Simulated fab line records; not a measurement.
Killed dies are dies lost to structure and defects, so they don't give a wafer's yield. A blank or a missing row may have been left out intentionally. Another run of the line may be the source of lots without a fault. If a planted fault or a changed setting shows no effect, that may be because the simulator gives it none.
Matching of chambers || flow nand harc || 4 sister chambers for NHARC_A_CHANNEL_HOLE_D2_ETCH_44 on rie diel-09
The step etches the open film in CF4/O2, target depth 140 nm, overetch 14 nm, time 77 s. 4 wafers are shown with their chamber, then 7 later ones without.

## EACH WAFER AND ITS CHAMBER
{"wafer": "L678.6", "chamber": 2, "showerhead plenum p Torr (Torr)": 1.28}
{"wafer": "L681.3", "chamber": 1, "showerhead plenum p Torr (Torr)": 1.32}
{"wafer": "L682.2", "chamber": 3, "showerhead plenum p Torr (Torr)": 1.40}
{"wafer": "L682.4", "chamber": 0, "showerhead plenum p Torr (Torr)": 1.28}

## WAFERS MISSING THEIR CHAMBER
{"wafer": "L682.6", "showerhead plenum p Torr (Torr)": 1.32}
{"wafer": "L683.1", "showerhead plenum p Torr (Torr)": 1.40}
{"wafer": "L683.2", "showerhead plenum p Torr (Torr)": 1.28}
{"wafer": "L683.5", "showerhead plenum p Torr (Torr)": 1.27}
{"wafer": "L686.1", "showerhead plenum p Torr (Torr)": 1.28}
{"wafer": "L686.4", "showerhead plenum p Torr (Torr)": 1.40}
{"wafer": "L686.6", "showerhead plenum p Torr (Torr)": 1.32}

## CHAMBER TAKEN BY EACH
{"wafer": "L682.6", "from the rows above": 1, "in truth": 1}
{"wafer": "L683.1", "from the rows above": 3, "in truth": 3}
{"wafer": "L683.2", "from the rows above": "can't be placed: 0 or 2", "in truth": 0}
{"wafer": "L683.5", "from the rows above": "can't be placed: 0 or 2", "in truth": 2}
{"wafer": "L686.1", "from the rows above": "can't be placed: 0 or 2", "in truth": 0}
{"wafer": "L686.4", "from the rows above": 3, "in truth": 3}
{"wafer": "L686.6", "from the rows above": 1, "in truth": 1}
4 of 7 placed correctly. Cannot be placed on the basis of these rows: 3; the candidates contain the true chamber in 3. Placed wrongly: 0.
How it was worked out, from the rows above alone: a wafer's distance from a chamber is the root of the sum, over the readings, of the square of ((its reading less the chamber's mean) divided by the reading's scatter). The wafer belongs to the nearest chamber; if the next one is less than 2 further off, it can't be placed. A chamber's mean is the mean of its shown wafers. The scatter: with one shown wafer a chamber, the root of the mean of the squares of how far each hidden wafer lies from its nearest shown one.
